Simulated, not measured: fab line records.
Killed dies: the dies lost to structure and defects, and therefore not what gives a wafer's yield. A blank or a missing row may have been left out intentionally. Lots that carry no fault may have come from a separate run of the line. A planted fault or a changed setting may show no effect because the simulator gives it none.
Matching of chambers | flow n5_finfet | N5_ILD0_LINER_00 on ald_sin-03 has 4 sister chambers
The step material SiNx, target thk 4 nm, pulse time 1 s, purge time 2 s. 8 wafers are shown with their chamber, then 12 later ones without.

## WAFERS, EACH WITH ITS CHAMBER
wafer  | chamber | heater_power_w (W) | precursor_pulse_height_rel
L081.5 | 3       | 757                | 1.021
L083.3 | 1       | 994                | 1.020
L083.5 | 0       | 821                | 1.003
L084.4 | 1       | 1007               | 0.996
L084.6 | 3       | 742                | 1.011
L085.2 | 0       | 827                | 1.027
L085.3 | 2       | 836                | 1.007
L085.6 | 2       | 795                | 1.008

## WAFERS WHOSE CHAMBER IS MISSING
wafer  | heater_power_w (W) | precursor_pulse_height_rel
L089.2 | 1012               | 1.005
L089.4 | 816                | 0.994
L089.5 | 749                | 0.977
L091.3 | 749                | 1.020
L091.4 | 1026               | 0.978
L091.6 | 988                | 1.014
L093.1 | 813                | 1.010
L093.2 | 746                | 1.002
L093.4 | 1006               | 0.960
L097.1 | 1000               | 0.996
L097.5 | 815                | 1.023
L097.6 | 1032               | 0.968

## WHICH CHAMBER EACH ONE RAN IN
wafer  | from the rows above     | in truth
L089.2 | 1                       | 1
L089.4 | can't be placed: 2 or 0 | 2
L089.5 | can't be placed: 3 or 2 | 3
L091.3 | 3                       | 3
L091.4 | 1                       | 1
L091.6 | 1                       | 1
L093.1 | can't be placed: 2 or 0 | 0
L093.2 | 3                       | 3
L093.4 | 1                       | 1
L097.1 | 1                       | 1
L097.5 | can't be placed: 0 or 2 | 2
L097.6 | 1                       | 1
Placed correctly: 8 of 12. Not placeable from these rows: 4 (in 4, the candidates include the true chamber). Placed wrongly: 0.
How it was worked out, from the rows above alone: a wafer's distance from a chamber is the root of the sum, over the readings, of the square of ((its reading less the chamber's mean) divided by the reading's scatter). The wafer belongs to the nearest chamber; if the next one is less than 2 further off, it can't be placed. The mean given for a chamber averages the wafers shown for that chamber. The scatter is the square root of a quotient: the sum, over the shown wafers, of each reading's squared deviation from its chamber's mean, divided by wafers minus chambers.
